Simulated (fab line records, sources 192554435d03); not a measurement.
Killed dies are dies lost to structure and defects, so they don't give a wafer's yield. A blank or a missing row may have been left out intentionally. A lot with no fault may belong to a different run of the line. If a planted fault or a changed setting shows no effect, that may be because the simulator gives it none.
Matching of chambers	flow n5_finfet	N5_BEOL_M0_SAQP_DESCUM_19 on rie_diel-05: 4 sister chambers
The step chemistry O2, time 7.9 s. 8 wafers are shown with their chamber, then 11 later ones without.

## WAFERS PAIRED WITH THEIR CHAMBERS
wafer	chamber	drypump_motor_current_A (A)	showerhead_plenum_p_Torr (Torr)
L076.4	2	6.0	2.17
L086.1	3	5.6	2.05
L086.4	0	6.2	2.08
L086.5	2	6.0	2.16
L088.1	3	5.6	2.05
L088.2	1	5.2	2.04
L088.6	1	5.2	2.04
L092.1	0	6.1	2.08

## WAFERS MISSING THEIR CHAMBER
wafer	drypump_motor_current_A (A)	showerhead_plenum_p_Torr (Torr)
L092.2	5.6	2.04
L092.3	5.2	2.04
L093.3	6.2	2.08
L093.4	6.1	2.16
L093.6	6.2	2.08
L094.1	6.2	2.08
L094.4	6.1	2.16
L094.6	5.2	2.04
L095.2	6.1	2.08
L095.3	6.0	2.16
L095.6	5.5	2.04

## THE CHAMBER EACH PASSED THROUGH
wafer	from the rows above	in truth
L092.2	3	3
L092.3	1	1
L093.3	0	0
L093.4	2	2
L093.6	0	0
L094.1	0	0
L094.4	2	2
L094.6	1	1
L095.2	0	0
L095.3	2	2
L095.6	3	3
Correct placement for 11 of the 11. Number that these rows cannot place: 0. Wrongly placed: 0.
How it was worked out, from the rows above alone: a wafer's distance from a chamber is the root of the sum, over the readings, of the square of ((its reading less the chamber's mean) divided by the reading's scatter). The wafer belongs to the nearest chamber; if the next one is less than 2 further off, it can't be placed. For every chamber, the mean is computed from those of its wafers that are shown. The scatter: the root of (the sum of the squares of (reading less its chamber's mean) over the shown wafers, divided by (wafers less chambers)).
